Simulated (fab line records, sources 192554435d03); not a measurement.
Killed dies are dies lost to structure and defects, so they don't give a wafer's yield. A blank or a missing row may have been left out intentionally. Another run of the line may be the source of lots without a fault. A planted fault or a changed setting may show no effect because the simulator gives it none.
Chamber matching + flow n5Finfet + cmp-02 running N5_ILD0_CMP_12: 4 sister chambers
The step polishes SiNx, stops on poly-Si, t overpolish 6 s, target thk 17.67 nm. 8 wafers are shown with their chamber, then 11 later ones without.

== WAFERS, EACH WITH ITS CHAMBER ==
| wafer  | chamber | motorCurrentA (A) | timeToEndpointS (s) |
|--------|---------|-------------------|---------------------|
| L079.4 | 0       | 9.6               | 27.7                |
| L082.1 | 0       | 9.0               | 31.8                |
| L087.3 | 1       | 9.3               | 31.4                |
| L087.6 | 2       | 8.1               | 32.7                |
| L088.1 | 2       | 8.0               | 31.9                |
| L088.3 | 3       | 9.7               | 33.2                |
| L088.5 | 3       | 9.7               | 34.9                |
| L089.3 | 1       | 8.7               | 29.8                |

== WAFERS WHOSE CHAMBER IS MISSING ==
| wafer  | motorCurrentA (A) | timeToEndpointS (s) |
|--------|-------------------|---------------------|
| L089.5 | 7.8               | 26.3                |
| L089.6 | 9.8               | 32.3                |
| L093.1 | 7.8               | 29.9                |
| L093.3 | 10.5              | 32.0                |
| L093.6 | 9.0               | 27.6                |
| L094.1 | 9.0               | 30.4                |
| L094.3 | 9.7               | 28.2                |
| L094.4 | 9.9               | 29.2                |
| L095.1 | 7.6               | 26.0                |
| L095.2 | 9.0               | 27.7                |
| L095.5 | 8.9               | 26.6                |

== THE CHAMBER EACH PASSED THROUGH ==
| wafer  | from the rows above          | in truth |
|--------|------------------------------|----------|
| L089.5 | can't be placed: 2 or 1 or 0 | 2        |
| L089.6 | can't be placed: 3 or 0 or 1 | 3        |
| L093.1 | 2                            | 2        |
| L093.3 | can't be placed: 3 or 0      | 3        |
| L093.6 | can't be placed: 0 or 1      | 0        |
| L094.1 | can't be placed: 1 or 0      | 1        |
| L094.3 | can't be placed: 0 or 1 or 3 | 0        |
| L094.4 | can't be placed: 0 or 3 or 1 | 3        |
| L095.1 | can't be placed: 2 or 1      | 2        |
| L095.2 | can't be placed: 0 or 1      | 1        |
| L095.5 | can't be placed: 0 or 1      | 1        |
Correctly placed: 1 of 11. Not placeable from these rows: 10 (in 10, the candidates include the true chamber). Placed wrongly: 0.
How it was worked out, from the rows above alone: a wafer's distance from a chamber is the root of the sum, over the readings, of the square of ((its reading less the chamber's mean) divided by the reading's scatter). The wafer belongs to the nearest chamber; if the next one is less than 2 further off, it can't be placed. Each chamber's mean is taken over the wafers shown for it. The scatter: the root of (the sum of the squares of (reading less its chamber's mean) over the shown wafers, divided by (wafers less chambers)).
